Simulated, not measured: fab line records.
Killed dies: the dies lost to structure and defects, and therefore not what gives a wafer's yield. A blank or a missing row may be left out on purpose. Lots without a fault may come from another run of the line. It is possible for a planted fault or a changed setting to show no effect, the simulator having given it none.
Split-lot trial + flow n5Finfet + 7 lots, 39 wafers read, on a route of 1938 steps

== SPLIT DETAILS ==
At N5_FIN_SAQP_MANDREL_ETCH_22 (etches a-Si in HBr/Cl2, stops on SiNx, target depth 60 nm, bt time 10 s, time 30 s), the setting icpW was moved away from the recipe's 800 W on 15 of the 39 wafers read, by -7.1% to +16.2%. This setting was run at the recipe's value on the other wafers.

The reading comes from the split's own step.

== THE READING ==
SOC_of_FIN_SAQP_COAT_49.thkNm (the simulator's own value, which no gauge read), in nm, at N5_FIN_SAQP_MANDREL_ETCH_22 (etches a-Si in HBr/Cl2, stops on SiNx, target depth 60 nm, bt time 10 s, time 30 s). There is no usual value for it anywhere in the file. Here, 24 wafers ran the recipe; their average is 76.05 nm with a standard deviation of 0.38 nm.

| wafer  | tool, chamber at the split | icpW as run, W | against the recipe | SOC_of_FIN_SAQP_COAT_49.thkNm, nm | against lot-mates on the recipe |
|--------|----------------------------|----------------|--------------------|-----------------------------------|---------------------------------|
| L074.1 | rieSi-04, 3                | 800            | recipe             | 75.05                             | -                               |
| L074.2 | rieSi-04, 2                | 800            | recipe             | 75.52                             | -                               |
| L074.3 | rieSi-04, 0                | 800            | recipe             | 75.79                             | -                               |
| L074.4 | rieSi-04, 1                | 743.3          | -7.1%              | 76.2                              | +0.75                           |
| L074.5 | rieSi-04, 3                | 743.3          | -7.1%              | 76.25                             | +0.80                           |
| L074.6 | rieSi-04, 0                | 743.3          | -7.1%              | 75.74                             | +0.29                           |
| L081.1 | rieSi-04, 2                | 929.6          | +16.2%             | 74.42                             | -1.50                           |
| L081.2 | rieSi-04, 0                | 800            | recipe             | 75.9                              | -                               |
| L081.3 | rieSi-04, 1                | 929.6          | +16.2%             | 74.12                             | -1.80                           |
| L081.4 | rieSi-04, 3                | 800            | recipe             | 75.81                             | -                               |
| L081.5 | rieSi-04, 2                | 800            | recipe             | 76.05                             | -                               |
| L081.6 | rieSi-04, 1                | 929.6          | +16.2%             | 74.25                             | -1.67                           |
| L089.1 | rieSi-01, 0                | 865.7          | +8.2%              | 75.73                             | -0.41                           |
| L089.2 | rieSi-01, 2                | 800            | recipe             | 76.27                             | -                               |
| L089.3 | rieSi-01, 1                | 800            | recipe             | 76                                | -                               |
| L089.4 | rieSi-01, 1                | 800            | recipe             | 76.14                             | -                               |
| L089.5 | rieSi-01, 2                | 865.7          | +8.2%              | 75.07                             | -1.07                           |
| L089.6 | rieSi-01, 0                | 865.7          | +8.2%              | 75.52                             | -0.62                           |
| L090.2 | rieSi-04, 2                | 800            | recipe             | 76.56                             | -                               |
| L090.4 | rieSi-04, 0                | 800            | recipe             | 76.77                             | -                               |
| L090.6 | rieSi-04, 1                | 800            | recipe             | 76.36                             | -                               |
| L092.1 | rieSi-04, 2                | 800            | recipe             | 76.54                             | -                               |
| L092.2 | rieSi-04, 0                | 800            | recipe             | 76.09                             | -                               |
| L092.3 | rieSi-04, 1                | 862.6          | +7.8%              | 75.74                             | -0.62                           |
| L092.4 | rieSi-04, 3                | 862.6          | +7.8%              | 75.44                             | -0.92                           |
| L092.5 | rieSi-04, 2                | 800            | recipe             | 76.46                             | -                               |
| L092.6 | rieSi-04, 3                | 862.6          | +7.8%              | 75.46                             | -0.90                           |
| L093.1 | rieSi-04, 2                | 800            | recipe             | 76.17                             | -                               |
| L093.2 | rieSi-04, 3                | 800            | recipe             | 75.61                             | -                               |
| L093.3 | rieSi-04, 0                | 800            | recipe             | 76.03                             | -                               |
| L093.4 | rieSi-04, 1                | 800            | recipe             | 76.04                             | -                               |
| L093.5 | rieSi-04, 0                | 800            | recipe             | 75.82                             | -                               |
| L093.6 | rieSi-04, 1                | 800            | recipe             | 75.93                             | -                               |
| L095.1 | rieSi-04, 3                | 800            | recipe             | 76.05                             | -                               |
| L095.2 | rieSi-04, 2                | 800            | recipe             | 76.57                             | -                               |
| L095.3 | rieSi-04, 1                | 800            | recipe             | 75.73                             | -                               |
| L095.4 | rieSi-04, 0                | 901.8          | +12.7%             | 74.64                             | -1.48                           |
| L095.5 | rieSi-04, 3                | 901.8          | +12.7%             | 74.33                             | -1.79                           |
| L095.6 | rieSi-04, 2                | 901.8          | +12.7%             | 74.67                             | -1.45                           |

THE FIT
A straight line over all 39 wafers: SOC_of_FIN_SAQP_COAT_49.thkNm changes by -0.09 nm for each +1% of icpW; r = -0.82; the points scatter about the line by 0.4 nm.
The same after taking each lot's own level away (the mean of its wafers on the recipe; 39 wafers): -0.104 nm for each +1%; r = -0.94; scatter 0.23 nm.
On that fit, the largest move of icpW shifts the reading by 1.7 nm.
Across the lots, their own levels run from 75.453 to 76.563 nm, a range of 2.9 times the standard deviation given above.
In other words, the slope is changed by the lot-to-lot level; the two fits disagree.
Check: -1.73 nm against its lot-mates is what the line predicts for one of the wafers moved furthest among these (+16.2%) when that wafer is left out of the fit. It came out at -1.5 nm against them.

== THE FILE'S OWN FIT ==
SOC_of_FIN_SAQP_COAT_49.thkNm changes by -0.105 nm for each +1% of icpW, r = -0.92.
